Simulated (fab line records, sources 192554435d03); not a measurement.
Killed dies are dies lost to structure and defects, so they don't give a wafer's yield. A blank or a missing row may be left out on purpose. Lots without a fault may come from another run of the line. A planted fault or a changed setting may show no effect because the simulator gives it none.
Split-lot experiment | flow n5_finfet | 7 lots, 21 wafers read, on a route of 1938 steps

THE SPLIT
At N5_BEOL_M7_EXPOSE_25 (exposes mask V6, target cd 40 nm), the setting dose_mj was moved away from the recipe's 42.5 on 6 of the 21 wafers read, by -6.1% to +4.3%. The other wafers ran this setting at the recipe's value.

FROM THE SPLIT TO THE READING: what the file shows between them, 2 steps
- N5_BEOL_M7_PEB_26: peb time 60 s
- N5_BEOL_M7_DEVELOP_27: develop time 30 s

THE READING
cd_nm, in nm, at N5_BEOL_M7_CD_MEAS_28 (target cd 40 nm). Fault-free wafers of this fab line usually give 39.94 nm, standard deviation 0.23 nm.

wafer  | tool, chamber at the split | dose_mj as run | against the recipe | cd_nm, nm | against lot-mates on the recipe
L076.2 | euv_scanner-02, 0          | 43.55          | +2.5%              | 40.14     | +0.18
L076.3 | euv_scanner-02, 0          | 43.55          | +2.5%              | 40.26     | +0.30
L076.4 | euv_scanner-02, 0          | 42.5           | recipe             | 39.96     | -
L078.2 | euv_scanner-01, 0          | 42.5           | recipe             | 39.77     | -
L078.3 | euv_scanner-01, 0          | 42.5           | recipe             | 40.02     | -
L078.5 | euv_scanner-01, 0          | 44.04          | +3.6%              | 40.67     | +0.77
L079.2 | euv_scanner-02, 0          | 42.5           | recipe             | 40.33     | -
L079.3 | euv_scanner-02, 0          | 44.34          | +4.3%              | 41.21     | +1.02
L079.5 | euv_scanner-02, 0          | 42.5           | recipe             | 40.05     | -
L080.4 | euv_scanner-02, 0          | 43.6           | +2.6%              | 40.08     | +0.36
L080.5 | euv_scanner-02, 0          | 42.5           | recipe             | 39.56     | -
L080.6 | euv_scanner-02, 0          | 42.5           | recipe             | 39.88     | -
L093.1 | euv_scanner-02, 0          | 42.5           | recipe             | 39.80     | -
L093.3 | euv_scanner-02, 0          | 42.5           | recipe             | 40.21     | -
L093.6 | euv_scanner-02, 0          | 42.5           | recipe             | 39.91     | -
L094.3 | euv_scanner-01, 0          | 42.5           | recipe             | 39.89     | -
L094.4 | euv_scanner-01, 0          | 42.5           | recipe             | 39.88     | -
L094.5 | euv_scanner-01, 0          | 39.92          | -6.1%              | 38.51     | -1.38
L095.2 | euv_scanner-01, 0          | 42.5           | recipe             | 39.94     | -
L095.3 | euv_scanner-01, 0          | 42.5           | recipe             | 40.20     | -
L095.4 | euv_scanner-01, 0          | 42.5           | recipe             | 39.85     | -

THE FIT
A straight line over all 21 wafers: cd_nm changes by +0.214 nm for each +1% of dose_mj; r = +0.89; the points scatter about the line by 0.23 nm.
The same after taking each lot's own level away (the mean of its wafers on the recipe; 21 wafers): +0.205 nm for each +1%; r = +0.94; scatter 0.16 nm.
On that fit, the largest move of dose_mj shifts the reading by 1.2 nm.
The lots' own levels span 39.720 to 40.190 nm, that is 2.0 times the standard deviation above.
So the lot-to-lot level changes the slope little: the two slopes agree.
Check: with one of the wafers moved furthest among these (-6.1%) left out of the fit, the line predicts -1.16 nm for it against its lot-mates. It came out at -1.38 nm against them.

OTHER SPLITS ON THESE WAFERS
These wafers also went through other splits before the reading. Each is held against what the fit with the lots' levels taken away leaves over:
other split on the same wafers | wafers away from the commonest value | r with cd_nm (lot level and that fit taken away)
N5_BEOL_M6_COAT_22 spin_rpm    | 6                                    | -0.47

THE WHOLE CHAIN: every reading that the file lists as answering this split, in the file's order
step                  | what it does                                                        | reading                                                        | change (the file's fit)               | r (the file's)
N5_BEOL_M7_CD_MEAS_28 | target cd 40 nm                                                     | cd_nm                                                          | +0.21 nm for each +1% of the setting  | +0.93
N5_BEOL_M7_DESCUM_33  | chemistry O2, time 7 s                                              | BEOL_M7.cd_nm (the simulator's own value, which no gauge read) | +0.246 nm for each +1% of the setting | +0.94
N5_BEOL_M7_ETCH_65    | etches SiARC in CF4, target depth 15.6 nm, time 26 s                | BEOL_M7.cd_nm (the simulator's own value, which no gauge read) | +0.219 nm for each +1% of the setting | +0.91
N5_BEOL_M7_ETCH_66    | etches SOC in N2/H2, target depth 80 nm, overetch 16 nm, time 120 s | BEOL_M7.cd_nm (the simulator's own value, which no gauge read) | +0.195 nm for each +1% of the setting | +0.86

THE FILE'S OWN FIT
cd_nm changes by +0.21 nm for each +1% of dose_mj, r = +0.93.
